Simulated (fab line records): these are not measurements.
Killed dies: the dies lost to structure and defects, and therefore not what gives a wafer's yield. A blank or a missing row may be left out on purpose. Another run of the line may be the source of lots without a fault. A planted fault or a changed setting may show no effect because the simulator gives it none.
Problem report, 8D (eight disciplines) form, completed by code -- flow nand-harc -- the parts of the form that need people (team, actions taken, sign-off) are left out

## 1. THE PROBLEM
Mean of mfc-precursor-sccm at NHARC_P_CONTACT_DEP_00: 60.9 sccm across 6 wafers in 2 lots; on wafers with no fault it is 161.4 sccm (standard deviation 0.47). That is -99 or more standard deviations from the usual mean.
The step: deposits SiO2, target thk 500 nm.
First observed at day 8 17:40: wafer L401.2, on pecvd-01. At this step, 42 wafers from 14 lots have a number in the record. By rule, "out" or "out of limits" means more than 4 standard deviations away from the usual mean. All remaining wafers that have a number are taken as sound.

## 2. WHAT IT IS AND WHAT IT IS NOT
question,is,is not
which readings at this step,mfc-precursor-sccm,"flow-sccm, heater-power-outer-w, heater-power-w, showerhead-vpp-V"
which lots,"L401, L402","L388, L389, L390, L391, L392, L393, L406, L407, L408, L409, L410, L411"
which wafers of those lots,all that have a number,-
read on which tools,pecvd-01,"pecvd-02, pecvd-04"
when,from day 8 17:40,"up to then (18 sound wafers); but 18 sound wafers of L406, L407, L408, L409, L410, L411 came after"

## 3. THE SUSPECTS, EACH WITH WHAT RULES IT OUT
Counting: a tool at any process step up to the reading remains a suspect when it ran all the lots that are out and ran no sound lot after the first of those.
- pecvd-01 at NHARC_P_CONTACT_DEP_00 (deposits SiO2, target thk 500 nm): kept. Every lot that is out went through it, starting with L401 (day 8 17:40), and after that it ran no sound lot; the last sound lot it ran before then is L393 (day 6 18:26). On those wafers its own readings are out: mfc-precursor-sccm.
Left after counting: pecvd-01 at NHARC_P_CONTACT_DEP_00.

## 4. THE CAUSE (what the simulator had put in)
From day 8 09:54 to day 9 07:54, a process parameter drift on pecvd-01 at NHARC_P_CONTACT_DEP_00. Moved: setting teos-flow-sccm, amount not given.
Only this tool survived the counting.

## 5. SEQUENCE OF EFFECTS, ordered by route
One row per reading whose mean, taken over the struck wafers that have a number, lies over 3 standard deviations from the usual. Scope: only readings with a usual standard deviation given in the record; hours: median across lots of the time from each lot's start at the first step in this table that gives one to its start at this step; sigmas: change in usual standard deviations.
hours,step,reading,usual,on struck wafers,change,sigmas
0,NHARC_P_CONTACT_DEP_00,mfc-precursor-sccm,161.4 sccm,60.9,-100.5,-99 or more
It contains these process steps:
- NHARC_P_CONTACT_DEP_00: deposits SiO2, target thk 500 nm.

## 6. HOW IT WOULD HAVE BEEN CAUGHT EARLIER
In this record no reading fell out of limits until day 8 17:40, 8 hours after the fault had begun at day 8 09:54.
